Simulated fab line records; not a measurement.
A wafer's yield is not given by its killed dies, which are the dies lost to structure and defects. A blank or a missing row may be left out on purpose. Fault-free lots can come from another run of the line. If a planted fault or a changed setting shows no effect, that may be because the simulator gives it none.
Struck lot and sound lot, side by side    flow nand harc    13 steps out of a route of 1159
Sound: wafers L638.2, L638.4, L638.5. The struck wafers were L650.2, L650.4, L650.6. At the end, the cause is stated.
Each step with rows lists, per side, the tool, then ch with its chambers, then its first start. Under that, the readings that differ: sound wafers    struck wafers    difference of the means    sigmas: that difference in standard deviations of wafers without a fault.
alike: words and numbers the same on both sides, and readings whose means are apart by under 2 such deviations; not compared: readings that were withheld, readings missing a value for some wafer, numbers with overlapping values and no deviation given by the record, and bounds like >300 which may hide the same value.
A row with sigmas, a row that says differs or no value, or rows on one side alone: a step with any of these is where the two part. When numbers do not overlap yet have no deviation, they are printed without sigmas and do not part them. Lack of a reading on every wafer of one side parts them only where that side has two or more wafers.

NHARC_A_CHANNEL_FILL_D1_ETCHBACK_20: etches the open film in C4F8/O2/Ar, target depth 27 nm, time 13.5 s.
  sound on rie diel-12 ch 0,1,3, day 10 03:21; struck on rie diel-12 ch 0,2,3, day 12 16:47
  alike: chamber pressure mTorr, oes product au, rf vpp V
  not compared: rf hours counter h
NHARC_A_CHANNEL_FILL_D1_STRIP_28: strips in O2, time 20 s.
  sound on rie diel-12 ch 1,2,3, day 10 03:26; struck on rie diel-12 ch 0,2, day 12 16:56
  alike: chamber pressure mTorr, drypump motor current A, oes product au, rf vpp V, showerhead plenum p Torr, throttle valve pct
  not compared: rf hours counter h
then, 4 steps without rows for these wafers: NHARC_A_CHANNEL_FILL_D1_PRECLEAN_21 (cleans in dHF, time 30 s); NHARC_A_CHANNEL_FILL_D1_SRD_23; NHARC_A_CHANNEL_FILL_D1_CVD_05 (deposits poly-Si, target thk 5 nm); NHARC_A_CHANNEL_FILL_D1_ANNEAL_22 (time 7200 s).
NHARC_A_CHANNEL_FILL_D1_ALD_25: deposits SiOx, target thk 60 nm, pulse time 10 s, ald cycles 600.
  sound on ald hk-03 ch 1,3, day 10 16:24; struck on ald hk-01 ch 1,2,3, day 13 04:34
  alike: heater power w, precursor pulse height rel
NHARC_A_CHANNEL_FILL_D1_ETCHBACK_08: etches the open film in C4F8, target depth 220 nm, time 110 s.
  sound on rie diel-10 ch 0,1,2; struck on rie diel-10 ch 0,2,3
  alike: chamber pressure mTorr, oes product au, rf vpp V
  not compared: rf hours counter h
NHARC_A_CHANNEL_FILL_D1_STRIP_29: strips in O2, time 20 s.
  sound on rie diel-10 ch 1,2; struck on rie diel-10 ch 0,3
  alike: chamber pressure mTorr, drypump motor current A, oes product au, rf vpp V, showerhead plenum p Torr, throttle valve pct
  not compared: rf hours counter h
then, 2 steps without rows for these wafers: NHARC_A_CHANNEL_FILL_D1_PRECLEAN_30 (cleans in dHF, time 30 s); NHARC_A_CHANNEL_FILL_D1_SRD_31.
NHARC_A_CHANNEL_FILL_D1_CVD_09: deposits poly-Si, target thk 150 nm, time 3000 s.
  struck on lpcvd poly-04, day 13 12:43; sound on lpcvd poly-04 ch 0, day 11 00:02
  no value came back on the struck wafers for any of 5 readings (pressure mtorr (mTorr), run length s (s) and others); on the sound wafers pressure mtorr (mTorr) reads 200.1 200.2 200.4
NHARC_A_CHANNEL_FILL_D1_CMP_10: polishes, target thk 150 nm.
  sound on cmp-03 ch 2,3, day 11 03:12; struck on cmp-03 ch 0,1,2, day 13 15:58
  alike: motor current A, slurry filter dp kPa, time to endpoint s

## WHERE THEY PART
Within this record, at NHARC_A_CHANNEL_FILL_D1_CVD_09 only. Later steps at which nothing parts them and some readings are alike: NHARC_A_CHANNEL_FILL_D1_CMP_10.

WHY: what the simulator had put in
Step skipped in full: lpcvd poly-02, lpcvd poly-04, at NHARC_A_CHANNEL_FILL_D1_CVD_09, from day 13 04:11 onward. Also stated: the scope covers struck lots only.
